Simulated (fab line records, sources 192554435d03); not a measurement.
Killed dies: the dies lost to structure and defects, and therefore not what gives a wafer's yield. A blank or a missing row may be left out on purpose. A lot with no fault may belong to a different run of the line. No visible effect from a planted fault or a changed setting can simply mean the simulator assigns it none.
Problem report, 8D (eight disciplines) form, completed by code ; flow n5Finfet ; the parts of the form that need people (team, actions taken, sign-off) are left out

## 1. WHAT WENT WRONG
At N5_BEOL_M14_COAT_66, spinSpeedRpm averages 1370.7 rpm over 6 wafers from 2 lots, while fault-free wafers read 1500.1 rpm, standard deviation 0.93. That is -99 or more standard deviations from the usual mean.
The step: time 60 s, resist thk 110 nm.
First seen on wafer L864.1, day 14 00:38, on lithoTrack-02. The record has a number at this step for 12 wafers belonging to 4 lots. Rule for "out", or "out of limits": more than 4 standard deviations from the usual mean. Any other wafer with a number is counted as sound.

## 2. WHAT IT IS, WHAT IT ISN'T
question;is;is not
which readings at this step;spinSpeedRpm;chillPlateTempC
which lots;L864, L869;L856, L873
which wafers of those lots;all that have a number;-
read on which tools;lithoTrack-02;lithoTrack-03
when;from day 14 00:38;"up to then (3 sound wafers); but 3 sound wafers of L873 came after"

## 3. SUSPECTS, AND WHAT RULES EACH OUT
Counting: any tool at a process step up to the reading is kept as a suspect provided that every lot that is out went through it and no sound lot did after the first of them.
- lithoTrack-02 at N5_BEOL_M14_COAT_66 (time 60 s, resist thk 110 nm): kept. It processed each lot that is out, first L864 at day 14 00:38, and no sound lot thereafter; up to then, the last sound lot it processed was L856 at day 11 20:50. On those wafers its own readings are out: spinSpeedRpm.
Remaining after the count: lithoTrack-02 at N5_BEOL_M14_COAT_66.

## 4. THE CAUSE (what the simulator had put in)
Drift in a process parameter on lithoTrack-02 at N5_BEOL_M14_COAT_66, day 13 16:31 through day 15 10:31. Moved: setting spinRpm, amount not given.
The count eliminated every tool but this one.

## 5. THE CHAIN OF EFFECTS, in route order
Each row: a reading where the mean over the struck wafers with a number is more than 3 standard deviations away from the usual. Scope: only readings with a usual standard deviation given in the record; hours: median across lots of the time from each lot's start at the first step in this table that gives one to its start at this step; sigmas: change in usual standard deviations.
hours;step;reading;usual;on struck wafers;change;sigmas
0;N5_BEOL_M14_COAT_66;spinSpeedRpm;1500.1 rpm;1370.7;-129.4;-99 or more
It contains these process steps:
- N5_BEOL_M14_COAT_66: time 60 s, resist thk 110 nm.

## 6. WHAT WOULD HAVE CAUGHT IT SOONER
First out-of-limits reading in this record: day 14 00:38, which is 8 hours after fault onset at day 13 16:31.
